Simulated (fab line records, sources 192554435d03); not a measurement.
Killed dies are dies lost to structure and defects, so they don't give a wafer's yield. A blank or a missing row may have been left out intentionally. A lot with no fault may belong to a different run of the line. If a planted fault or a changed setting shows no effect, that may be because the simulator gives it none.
fab line records -- flow n5Finfet -- part 1 of 2: steps 1 to 4 of 6
[record] lots = 21, wafers = 63, lastDay = 20
route steps=1938 shown BEOL_M0_SAQP@651 BEOL_M0_CUTY@711 BEOL_M0@715
lots untouched by any fault: they come from a run of this same line in which no faults occurred
startH: the number of hours between the record's first day and the start of the first shown wafer of the lot -- waitH: how many hours have passed since the lot's step before this one -- " repeats the value in the row above -- L1.1+2: a row that stands for several wafers -- - no value present, or no start provided -- * or withheld: withheld -- < > ~ a bound
route shown NAME@n: NAME is a module with steps in the file, n the number in the route of the first one -- usual: mean/standard deviation taken from wafers without a fault -- same: alike in all rows -- chamber/n: place in a boat -- sites: readings site by site -- _std_site: their standard deviation -- _edge_site: the outer-site mean with the inner-site mean subtracted -- radiusMm: for every site, how far away it sits from the centre of the wafer -- mask NAME#n: copy n -- behind: tool/chamber where the wafer was last shaped -- hold: cause of the lot's hold/its duration in hours/its outcome -- device: the n, p or np transistor that did not switch -- end of line: the tests these same wafers got at the end of their route -- a step with no rows: only its recipe -- killed: at the first sort, the dies lost to defects and structure; wafer yield is something else -- map: dies across one wafer; x = killed, . = not, _ = none there
set.NAME: the setting that was run; set.NAME@STEP: the one run at that earlier step -- model.NAME: the simulator's own value behind a step, which no gauge read
steps of the route over a sample of lots; a table a step, a row a wafer
services: the hour from which a tool's chamber was out of use, counted from the record's first day as startH (under 0 if before that day), plus the number of hours and why
[[steps]]
[step N5_BEOL_M0_SAQP_INSPECT_16]
[recipe] mode = adi, inspectInstrument = brightfield
[usual] rawDefectCount = 603/160
lot.wafer,tool,chamber,startH,waitH,rawDefectCount
L074.1,defectInspect-01,-,109.70,0.0,580
L074.2,defectInspect-01,-,109.70,0.0,514
L074.5,defectInspect-01,-,109.70,0.0,378
L076.2,defectInspect-02,-,120.73,0.0,704
L076.3,defectInspect-02,-,120.73,0.0,589
L076.5,defectInspect-02,-,120.73,0.0,879
L077.1,defectInspect-02,-,129.83,0.0,571
L077.4,defectInspect-02,-,129.83,0.0,460
L077.5,defectInspect-02,-,129.83,0.0,504
L078.1,defectInspect-01,-,131.38,0.0,487
L078.5,defectInspect-01,-,131.38,0.0,345
L078.6,defectInspect-01,-,131.38,0.0,468
L079.1,defectInspect-01,-,138.74,0.0,779
L079.4,defectInspect-01,-,138.74,0.0,494
L079.5,defectInspect-01,-,138.74,0.0,814
L080.1,defectInspect-01,-,145.94,0.0,518
L080.5,defectInspect-01,-,145.94,0.0,594
L080.6,defectInspect-01,-,145.94,0.0,558
L081.4,defectInspect-01,-,156.18,0.0,711
L081.5,defectInspect-01,-,156.18,0.0,504
L081.6,defectInspect-01,-,156.18,0.0,523
L082.2,defectInspect-02,-,157.82,0.0,558
L082.4,defectInspect-02,-,157.82,0.0,598
L082.5,defectInspect-02,-,157.82,0.0,658
L083.4,defectInspect-02,-,163.33,0.0,615
L083.5,defectInspect-02,-,163.33,0.0,708
L083.6,defectInspect-02,-,163.33,0.0,931
L084.1,defectInspect-01,-,174.62,0.0,1048
L084.2,defectInspect-01,-,174.62,0.0,704
L084.4,defectInspect-01,-,174.62,0.0,1056
L085.2,defectInspect-02,-,175.49,0.0,740
L085.3,defectInspect-02,-,175.49,0.0,601
L085.5,defectInspect-02,-,175.49,0.0,702
L086.2,defectInspect-01,-,180.91,0.0,628
L086.4,defectInspect-01,-,180.91,0.0,1056
L086.6,defectInspect-01,-,180.91,0.0,736
L087.3,defectInspect-02,-,183.69,0.0,355
L087.4,defectInspect-02,-,183.69,0.0,514
L087.6,defectInspect-02,-,183.69,0.0,551
L088.4,defectInspect-01,-,200.76,0.0,547
L088.5,defectInspect-01,-,200.76,0.0,790
L088.6,defectInspect-01,-,200.76,0.0,893
L089.1,defectInspect-01,-,202.60,0.0,460
L089.3,defectInspect-01,-,202.60,0.0,403
L089.4,defectInspect-01,-,202.60,0.0,520
L091.2,defectInspect-01,-,215.44,0.0,771
L091.4,defectInspect-01,-,215.44,0.0,829
L091.5,defectInspect-01,-,215.44,0.0,759
L090.2,defectInspect-02,-,217.38,0.0,268
L090.4,defectInspect-02,-,217.38,0.0,402
L090.6,defectInspect-02,-,217.38,0.0,548
L092.2,defectInspect-01,-,220.38,0.0,432
L092.4,defectInspect-01,-,220.38,0.0,638
L092.6,defectInspect-01,-,220.38,0.0,475
L093.1,defectInspect-02,-,224.64,0.0,672
L093.4,defectInspect-02,-,224.64,0.0,608
L093.5,defectInspect-02,-,224.64,0.0,733
L096.2,defectInspect-01,-,252.29,0.0,638
L096.4,defectInspect-01,-,252.29,0.0,482
L096.6,defectInspect-01,-,252.29,0.0,550
L097.1,defectInspect-01,-,255.62,0.0,455
L097.2,defectInspect-01,-,255.62,0.0,631
L097.6,defectInspect-01,-,255.62,0.0,735
[step N5_BEOL_M0_SAQP_ETCH_84]
[recipe] chemistry = N2/H2, target = SOC, targetDepthA = 1000, overetchA = 200, maskMaterial = SiARC, tempC = 40, timeS = 150, ionEnergyEv = 200, pressureMtorr = 30, sourceW = 840, biasW = 150, n2FlowSccm = 200, h2FlowSccm = 200
[usual] drypumpMotorCurrentA = 5.7/0.42, oesProductAu = 0.72/0.086, rfFwdPowerW = 836.2/2.7, rfVppV = 524.5/2.9, showerheadPlenumPTorr = 2.57/0.1, throttleValvePct = 17.81/0.23
lot.wafer,tool,chamber,startH,waitH,drypumpMotorCurrentA,oesProductAu,rfFwdPowerW,rfHoursCounterH,rfVppV,showerheadPlenumPTorr,throttleValvePct
L074.1,rieDiel-02,0,110.12,0.0,5.6,0.62,836.5,248,525.6,2.61,18.26
L074.2,rieDiel-02,3,110.12,0.0,6.1,0.77,836.1,56,526.0,2.58,17.35
L074.5,rieDiel-02,3,110.12,0.0,6.2,0.77,837.2,-,524.3,2.58,17.35
L076.2,rieDiel-02,1,120.85,0.0,4.9,0.88,834.5,1,522.1,2.50,17.43
L076.3,rieDiel-02,3,120.85,0.0,6.2,0.77,839.2,59,527.2,2.58,17.37
L076.5,rieDiel-02,3,120.85,0.0,6.2,0.77,833.5,-,524.6,2.58,17.36
L077.1,rieDiel-01,1,129.99,0.0,5.8,0.91,834.1,0,527.5,2.71,17.86
L077.4,rieDiel-01,0,129.99,0.0,6.1,0.68,834.3,156,526.8,2.65,17.88
L077.5,rieDiel-01,2,129.99,0.0,6.0,0.62,838.6,-,519.9,2.40,17.78
L078.1,rieDiel-01,0,131.50,0.0,6.1,0.67,837.4,157,525.9,2.65,17.88
L078.5,rieDiel-01,3,131.50,0.0,5.4,0.67,832.8,-,527.6,2.65,18.16
L078.6,rieDiel-01,0,131.50,0.0,6.1,0.68,838.3,-,526.4,2.65,17.90
L079.1,rieDiel-04,2,138.89,0.0,6.0,0.63,836.7,207,525.9,2.62,17.78
L079.4,rieDiel-04,0,138.89,0.0,5.1,0.77,833.8,43,522.9,2.48,17.90
L079.5,rieDiel-04,2,138.89,0.0,6.0,0.62,839.0,-,526.0,2.62,17.78
L080.1,rieDiel-01,2,146.27,0.0,6.0,0.62,835.2,243,519.4,2.40,17.80
L080.5,rieDiel-01,2,146.27,0.0,6.0,0.62,840.0,-,519.0,2.40,17.80
L080.6,rieDiel-01,1,146.27,0.0,5.8,0.88,830.5,-,527.1,2.71,17.86
L081.4,rieDiel-04,3,156.30,0.0,6.4,0.71,841.5,110,519.5,2.35,17.58
L081.5,rieDiel-04,0,156.30,0.0,5.1,0.75,835.2,-,522.3,2.48,17.91
L081.6,rieDiel-04,1,156.30,0.0,5.5,0.68,838.3,-,524.0,2.56,17.91
L082.2,rieDiel-01,1,158.15,0.0,5.8,0.86,833.2,7,527.6,2.71,17.87
L082.4,rieDiel-01,2,158.15,0.0,6.0,0.61,836.4,248,519.8,2.40,17.80
L082.5,rieDiel-01,2,158.15,0.0,6.0,0.62,837.7,-,518.4,2.40,17.80
L083.4,rieDiel-01,3,163.72,0.0,5.4,0.66,832.1,181,526.7,2.64,18.17
L083.5,rieDiel-01,3,163.72,0.0,5.4,0.65,835.1,-,525.5,2.64,18.17
L083.6,rieDiel-01,0,163.72,0.0,6.1,0.67,835.4,-,526.4,2.64,17.91
L084.1,rieDiel-01,1,174.76,0.0,5.8,0.83,834.4,14,528.7,2.71,17.89
L084.2,rieDiel-01,3,174.76,0.0,5.4,0.66,835.2,185,526.9,2.64,18.18
L084.4,rieDiel-01,2,174.76,0.0,6.0,0.61,837.0,253,520.0,2.40,17.80
L085.2,rieDiel-02,2,175.61,0.0,5.4,0.89,830.7,2,526.0,2.61,17.58
L085.3,rieDiel-02,1,175.61,0.0,4.9,0.83,833.1,13,523.3,2.49,17.47
L085.5,rieDiel-02,0,175.61,0.0,5.6,0.83,833.5,-,524.8,2.60,17.85
L086.2,rieDiel-04,0,181.03,0.0,5.1,0.75,833.9,58,522.0,2.48,17.92
L086.4,rieDiel-04,1,181.03,0.0,5.4,0.68,838.3,139,524.6,2.56,17.93
L086.6,rieDiel-04,1,181.03,0.0,5.4,0.68,840.9,-,525.4,2.56,17.92
L087.3,rieDiel-02,1,183.81,0.0,4.9,0.83,834.2,15,521.0,2.49,17.45
L087.4,rieDiel-02,3,183.81,0.0,6.2,0.74,834.3,79,525.6,2.57,17.40
L087.6,rieDiel-02,2,183.81,0.0,5.4,0.88,828.2,-,525.9,2.61,17.59
L088.4,rieDiel-04,1,200.88,0.0,5.5,0.68,841.9,144,523.6,2.56,17.91
L088.5,rieDiel-04,0,200.88,0.0,5.1,0.74,836.3,-,523.0,2.47,17.91
L088.6,rieDiel-04,1,200.88,0.0,5.5,0.68,834.7,-,523.6,2.56,17.94
L089.1,rieDiel-02,2,202.72,0.0,5.4,0.86,834.5,11,523.7,2.60,17.61
L089.3,rieDiel-02,3,202.72,0.0,6.2,0.74,834.0,85,522.6,2.57,17.40
L089.4,rieDiel-02,1,202.72,0.0,4.9,0.83,831.5,21,523.6,2.49,17.49
L091.2,rieDiel-01,3,216.02,0.0,5.4,0.64,836.9,200,525.5,2.64,18.20
L091.4,rieDiel-01,0,216.02,0.0,6.1,0.65,834.2,-,525.9,2.63,17.93
L091.5,rieDiel-01,1,216.02,0.0,5.8,0.81,838.6,-,529.0,2.70,17.90
L090.2,rieDiel-04,1,217.56,0.0,5.5,0.67,839.0,148,524.2,2.56,17.94
L090.4,rieDiel-04,3,217.56,0.0,6.4,0.69,833.9,130,518.9,2.34,17.63
L090.6,rieDiel-04,0,217.56,0.0,5.1,0.74,837.7,-,522.2,2.47,17.94
L092.2,rieDiel-04,1,220.55,0.0,5.5,0.68,841.2,150,523.4,2.55,17.93
L092.4,rieDiel-04,3,220.55,0.0,6.4,0.69,839.7,131,518.0,2.34,17.61
L092.6,rieDiel-04,1,220.55,0.0,5.5,0.67,840.2,-,524.2,2.55,17.95
L093.1,rieDiel-01,0,224.76,0.0,6.1,0.65,841.5,189,526.3,2.63,17.94
L093.4,rieDiel-01,1,224.76,0.0,5.8,0.80,835.1,-,528.9,2.70,17.91
L093.5,rieDiel-01,0,224.76,0.0,6.1,0.67,839.4,-,526.4,2.63,17.96
L096.2,rieDiel-04,3,252.41,0.0,6.5,0.69,837.8,141,518.2,2.34,17.64
L096.4,rieDiel-04,0,252.41,0.0,5.1,0.73,841.0,80,520.3,2.47,17.95
L096.6,rieDiel-04,1,252.41,0.0,5.5,0.67,835.7,-,524.3,2.55,17.97
L097.1,rieDiel-02,1,255.74,0.0,4.9,0.79,838.2,37,523.1,2.48,17.51
L097.2,rieDiel-02,0,255.74,0.0,5.6,0.78,835.4,36,524.0,2.59,17.90
L097.6,rieDiel-02,1,255.74,0.0,4.9,0.78,839.0,-,521.7,2.48,17.50
[step N5_BEOL_M0_SAQP_MANDREL_ETCH_20]
[recipe] targetDepthA = 600, chemistry = HBr/Cl2, target = a-Si, stopOn = SiNx, btTimeS = 10, maskMaterial = SOC, overEtchFrac = 0.5, timeS = 30, pressureMtorr = 10, icpW = 800, biasW = 75, HBr_flow_sccm = 150, Cl2_flow_sccm = 80, ends = endPoint
[usual] drypumpMotorCurrentA = 6.0/0.32, heBacksideLeakSccm = 2.73/0.24, mfcCl2Sccm = 79.97/0.23, oesProductAu = 0.776/0.014, rfFwdPowerW = 795.3/2.9, throttleValvePct = 35.4/0.33
lot.wafer,tool,chamber,startH,waitH,drypumpMotorCurrentA,heBacksideLeakSccm,mfcCl2Sccm,oesProductAu,rfFwdPowerW,rfHoursCounterH,throttleValvePct
L074.1,rieSi-04,3,110.31,0.0,5.8,2.68,80.40,0.752,795.2,63,35.6
L074.2,rieSi-04,2,110.31,0.0,6.3,2.91,79.81,0.759,799.5,111,35.2
L074.5,rieSi-04,3,110.31,0.0,5.8,2.70,80.00,0.761,793.4,-,35.6
L076.2,rieSi-02,2,121.04,0.0,6.5,3.13,79.87,0.769,794.3,185,35.3
L076.3,rieSi-02,1,121.04,0.0,6.6,2.50,79.91,0.777,797.0,27,35.2
L076.5,rieSi-02,0,121.04,0.0,5.8,3.06,80.06,0.795,793.0,-,34.9
L077.1,rieSi-04,1,130.18,0.0,5.9,3.01,80.50,0.773,796.0,116,36.0
L077.4,rieSi-04,0,130.18,0.0,6.0,2.86,79.90,0.774,796.3,75,35.5
L077.5,rieSi-04,0,130.18,0.0,6.0,2.96,80.10,0.784,797.3,-,35.6
L078.1,rieSi-03,2,131.69,0.0,5.9,2.46,79.91,0.779,791.9,92,35.4
L078.5,rieSi-03,2,131.69,0.0,5.9,2.41,79.86,0.780,794.1,-,35.4
L078.6,rieSi-03,1,131.69,0.0,6.1,2.41,79.57,0.775,792.5,-,35.2
L079.1,rieSi-02,1,139.08,0.0,6.6,2.61,79.55,0.778,794.9,27,35.2
L079.4,rieSi-02,2,139.08,0.0,6.5,2.65,80.01,0.763,796.3,185,35.3
L079.5,rieSi-02,2,139.08,0.0,6.5,2.75,79.69,0.762,796.0,-,35.3
L080.1,rieSi-04,0,146.47,0.0,6.0,2.71,79.62,0.774,797.8,75,35.6
L080.5,rieSi-04,2,146.47,0.0,6.3,2.90,79.79,0.765,792.6,-,35.2
L080.6,rieSi-04,3,146.47,0.0,5.8,2.67,80.07,0.770,795.7,-,35.6
L081.4,rieSi-04,2,156.49,0.0,6.3,2.70,79.83,0.787,795.6,112,35.1
L081.5,rieSi-04,3,156.49,0.0,5.8,2.69,80.22,0.765,797.0,-,35.6
L081.6,rieSi-04,2,156.49,0.0,6.3,2.69,79.83,0.794,794.7,-,35.1
L082.2,rieSi-04,1,158.34,0.0,5.9,3.40,79.67,0.775,796.7,116,36.0
L082.4,rieSi-04,0,158.34,0.0,6.0,2.69,80.16,0.780,794.6,75,35.6
L082.5,rieSi-04,0,158.34,0.0,6.0,2.69,79.98,0.783,797.8,-,35.5
L083.4,rieSi-04,2,163.91,0.0,6.3,2.79,80.05,0.773,793.9,112,35.2
L083.5,rieSi-04,1,163.91,0.0,5.9,3.05,79.87,0.784,801.1,-,36.0
L083.6,rieSi-04,0,163.91,0.0,6.0,3.05,79.58,0.785,797.9,-,35.6
L084.1,rieSi-02,1,174.95,0.0,6.6,2.49,80.27,0.783,797.8,28,35.2
L084.2,rieSi-02,3,174.95,0.0,5.9,2.88,80.57,0.751,799.4,50,35.2
L084.4,rieSi-02,2,174.95,0.0,6.4,2.74,80.03,0.783,797.8,186,35.3
L085.2,rieSi-04,0,175.80,0.0,6.0,2.68,80.03,0.772,798.5,76,35.5
L085.3,rieSi-04,1,175.80,0.0,5.9,2.94,79.86,0.781,797.9,117,36.0
L085.5,rieSi-04,2,175.80,0.0,6.3,2.67,79.66,0.784,796.5,-,35.1
L086.2,rieSi-03,3,181.22,0.0,5.2,2.56,80.04,0.764,791.9,38,35.3
L086.4,rieSi-03,3,181.22,0.0,5.2,2.46,80.02,0.768,793.8,-,35.3
L086.6,rieSi-03,1,181.22,0.0,6.0,2.31,79.89,0.780,794.3,-,35.2
L087.3,rieSi-02,1,184.00,0.0,6.6,2.44,79.58,0.778,798.9,28,35.2
L087.4,rieSi-02,2,184.00,0.0,6.5,2.99,80.28,0.779,797.9,186,35.3
L087.6,rieSi-02,0,184.00,0.0,5.8,2.86,80.32,0.797,795.2,-,34.9
L088.4,rieSi-02,1,201.07,0.0,6.6,2.52,79.82,0.771,794.9,29,35.2
L088.5,rieSi-02,1,201.07,0.0,6.6,2.49,79.58,0.777,792.8,-,35.2
L088.6,rieSi-02,0,201.07,0.0,5.8,2.92,80.02,0.792,792.2,-,34.9
L089.1,rieSi-03,1,202.91,0.0,6.0,2.31,79.86,0.771,791.4,61,35.2
L089.3,rieSi-03,3,202.91,0.0,5.2,2.54,79.95,0.759,792.4,39,35.3
L089.4,rieSi-03,0,202.91,0.0,5.8,2.41,80.03,0.790,798.5,0,36.1
L091.2,rieSi-03,1,216.21,0.0,6.0,2.32,80.16,0.787,793.6,61,35.2
L091.4,rieSi-03,3,216.21,0.0,5.2,2.56,79.77,0.763,796.0,39,35.3
L091.5,rieSi-03,1,216.21,0.0,6.0,2.26,79.82,0.795,797.1,-,35.2
L090.2,rieSi-04,0,217.75,0.0,6.0,2.90,80.11,0.775,799.6,76,35.5
L090.4,rieSi-04,3,217.75,0.0,5.8,2.67,79.40,0.765,793.6,65,35.6
L090.6,rieSi-04,2,217.75,0.0,6.3,2.82,79.80,0.779,794.4,-,35.1
L092.2,rieSi-04,1,220.74,0.0,5.9,3.21,80.40,0.785,796.3,117,36.0
L092.4,rieSi-04,3,220.74,0.0,5.8,2.61,79.77,0.760,791.7,65,35.6
L092.6,rieSi-04,0,220.74,0.0,6.0,3.01,79.85,0.785,796.2,-,35.5
L093.1,rieSi-02,0,224.95,0.0,5.8,2.96,79.50,0.799,791.5,106,34.9
L093.4,rieSi-02,3,224.95,0.0,5.9,2.91,80.09,0.765,799.4,-,35.1
L093.5,rieSi-02,1,224.95,0.0,6.6,2.52,80.23,0.787,795.7,-,35.2
L096.2,rieSi-02,0,252.60,0.0,5.8,2.98,79.94,0.798,798.8,106,34.9
L096.4,rieSi-02,1,252.60,0.0,6.6,2.51,80.09,0.787,792.2,30,35.2
L096.6,rieSi-02,3,252.60,0.0,5.9,3.04,80.06,0.764,794.5,-,35.1
L097.1,rieSi-02,0,255.93,0.0,5.8,2.91,79.73,0.797,795.5,107,34.9
L097.2,rieSi-02,3,255.93,0.0,5.9,2.90,80.19,0.747,798.3,51,35.2
L097.6,rieSi-02,0,255.93,0.0,5.8,2.94,79.70,0.806,795.6,-,34.9
[step N5_BEOL_M0_CUTY_DESCUM_61]
[recipe] chemistry = O2, timeS = 7.9, sourcePowerW = 50, biasPowerW = 20, pressureMtorr = 20, rfFrequencyHz = 2.712e+07, tempC = 40, resist = CAR-ArF-block, o2FlowSccm = 225
[usual] drypumpMotorCurrentA = 5.7/0.37, oesProductAu = 0.79/0.1, rfFwdPowerW = 49.38/0.27, rfVppV = 242.9/1.4, showerheadPlenumPTorr = 2.08/0.07, throttleValvePct = 20.54/0.24
lot.wafer,tool,chamber,startH,waitH,drypumpMotorCurrentA,oesProductAu,rfFwdPowerW,rfHoursCounterH,rfVppV,showerheadPlenumPTorr,throttleValvePct
L074.1,rieDiel-03,0,115.71,0.1,5.7,0.75,49.26,144,241.2,2.01,20.60
L074.2,rieDiel-03,3,115.71,0.1,5.3,0.72,49.43,186,243.9,2.08,20.33
L074.5,rieDiel-03,1,115.71,0.1,5.5,0.70,49.52,-,241.7,2.08,20.90
L076.2,rieDiel-06,3,126.56,0.4,4.9,0.71,49.60,222,242.5,2.07,20.96
L076.3,rieDiel-06,2,126.56,0.4,5.5,0.83,49.16,77,243.4,2.11,20.18
L076.5,rieDiel-06,1,126.56,0.4,5.8,0.78,49.28,-,241.5,2.01,20.54
L077.1,rieDiel-06,3,137.12,0.0,4.9,0.70,49.60,224,243.1,2.07,20.96
L077.4,rieDiel-06,0,137.12,0.0,5.7,0.72,48.99,231,242.1,2.06,20.66
L077.5,rieDiel-06,1,137.12,0.0,5.8,0.78,49.71,-,241.1,2.01,20.54
L078.1,rieDiel-05,2,137.82,0.0,6.3,0.74,49.58,168,243.6,2.09,20.59
L078.5,rieDiel-05,3,137.82,0.0,5.4,0.71,49.80,-,242.9,2.08,20.86
L078.6,rieDiel-05,2,137.82,0.0,6.3,0.75,49.38,-,243.4,2.09,20.58
L079.1,rieDiel-03,3,145.82,0.0,5.3,0.71,49.68,196,244.0,2.07,20.36
L079.4,rieDiel-03,2,145.82,0.0,5.8,0.95,49.05,13,245.7,2.23,20.26
L079.5,rieDiel-03,0,145.82,0.0,5.7,0.74,49.41,-,240.7,2.00,20.63
L080.1,rieDiel-05,3,152.05,0.1,5.4,0.70,49.77,200,244.1,2.07,20.89
L080.5,rieDiel-05,3,152.05,0.1,5.4,0.70,49.66,-,244.9,2.07,20.87
L080.6,rieDiel-05,2,152.05,0.1,6.3,0.73,49.56,-,242.0,2.09,20.58
L081.4,rieDiel-03,0,164.72,0.4,5.7,0.74,49.24,161,240.6,2.00,20.61
L081.5,rieDiel-03,3,164.72,0.4,5.3,0.72,49.38,-,242.7,2.07,20.35
L081.6,rieDiel-03,2,164.72,0.4,5.8,0.92,49.16,-,245.9,2.23,20.27
L082.2,rieDiel-03,0,165.04,0.3,5.7,0.75,49.18,162,243.8,2.00,20.63
L082.4,rieDiel-03,3,165.04,0.3,5.3,0.71,49.64,203,242.6,2.07,20.37
L082.5,rieDiel-03,1,165.04,0.3,5.5,0.69,49.59,-,240.5,2.07,20.89
L083.4,rieDiel-03,1,171.28,0.2,5.5,0.70,49.44,-,242.7,2.07,20.92
L083.5,rieDiel-03,3,171.28,0.2,5.3,0.71,49.54,-,242.9,2.07,20.36
L083.6,rieDiel-03,0,171.28,0.2,5.7,0.75,49.15,-,240.4,2.00,20.63
L084.1,rieDiel-03,3,182.53,0.1,5.3,0.70,49.29,209,244.0,2.07,20.37
L084.2,rieDiel-03,0,182.53,0.1,5.7,0.74,49.15,167,241.9,2.00,20.64
L084.4,rieDiel-03,2,182.53,0.1,5.8,0.91,49.12,25,245.5,2.22,20.27
L085.2,rieDiel-03,3,183.69,0.2,5.3,0.70,49.77,209,242.7,2.07,20.36
L085.3,rieDiel-03,0,183.69,0.2,5.7,0.74,48.92,167,241.4,2.00,20.65
L085.5,rieDiel-03,3,183.69,0.2,5.3,0.70,49.55,-,241.6,2.07,20.39
L086.2,rieDiel-06,3,186.84,0.1,4.9,0.68,49.90,243,242.6,2.06,21.00
L086.4,rieDiel-06,1,186.84,0.1,5.8,0.76,49.64,143,243.3,2.00,20.57
L086.6,rieDiel-06,2,186.84,0.1,5.5,0.81,49.55,-,243.8,2.11,20.23
L087.3,rieDiel-05,1,192.06,1.0,6.5,0.71,49.68,220,240.4,1.99,20.71
L087.4,rieDiel-05,3,192.06,1.0,5.4,0.70,49.74,212,243.1,2.07,20.90
L087.6,rieDiel-05,0,192.06,1.0,6.4,0.92,49.35,-,241.6,2.06,19.94
L088.4,rieDiel-03,0,207.24,0.2,5.7,0.73,49.09,178,242.4,1.99,20.66
L088.5,rieDiel-03,1,207.24,0.2,5.5,0.68,49.67,-,244.0,2.07,20.95
L088.6,rieDiel-03,2,207.24,0.2,5.8,0.89,49.34,-,246.4,2.22,20.29
L089.1,rieDiel-05,1,211.56,0.0,6.4,0.71,49.63,226,242.0,1.99,20.71
L089.3,rieDiel-05,3,211.56,0.0,5.4,0.69,49.70,219,243.2,2.07,20.91
L089.4,rieDiel-05,0,211.56,0.0,6.5,0.91,49.59,22,243.0,2.06,19.96
L091.2,rieDiel-03,0,222.44,0.0,5.7,0.73,48.95,184,241.2,1.99,20.68
L091.4,rieDiel-03,3,222.44,0.0,5.3,0.69,49.53,-,243.3,2.06,20.38
L091.5,rieDiel-03,0,222.44,0.0,5.7,0.72,49.05,-,241.2,1.99,20.66
L090.2,rieDiel-03,2,224.84,0.0,5.8,0.88,49.01,45,244.1,2.22,20.30
L090.4,rieDiel-03,0,224.84,0.0,5.7,0.72,49.08,-,241.2,1.99,20.65
L090.6,rieDiel-03,2,224.84,0.0,5.8,0.88,49.05,-,244.9,2.22,20.32
L092.2,rieDiel-06,1,226.69,0.3,5.8,0.75,50.03,158,242.2,2.00,20.60
L092.4,rieDiel-06,2,226.69,0.3,5.6,0.79,49.20,115,244.9,2.10,20.27
L092.6,rieDiel-06,3,226.69,0.3,4.9,1.03,49.50,-,243.2,2.06,20.59
L093.1,rieDiel-06,0,231.84,0.9,5.7,0.94,48.72,11,243.1,2.05,20.34
L093.4,rieDiel-06,1,231.84,0.9,5.8,0.75,49.89,161,241.9,2.00,20.60
L093.5,rieDiel-06,3,231.84,0.9,4.9,1.01,49.64,-,242.4,2.06,20.58
L096.2,rieDiel-06,0,257.71,0.1,5.7,0.90,48.82,25,241.7,2.05,20.36
L096.4,rieDiel-06,2,257.71,0.1,5.5,0.77,49.24,131,243.1,2.10,20.28
L096.6,rieDiel-06,3,257.71,0.1,4.9,0.95,49.60,-,242.7,2.05,20.61
L097.1,rieDiel-03,3,262.35,0.0,5.3,0.68,49.49,246,243.0,2.06,20.42
L097.2,rieDiel-03,2,262.35,0.0,5.8,0.86,49.34,63,245.2,2.21,20.31
L097.6,rieDiel-03,2,262.35,0.0,5.8,0.87,49.25,-,244.8,2.21,20.32
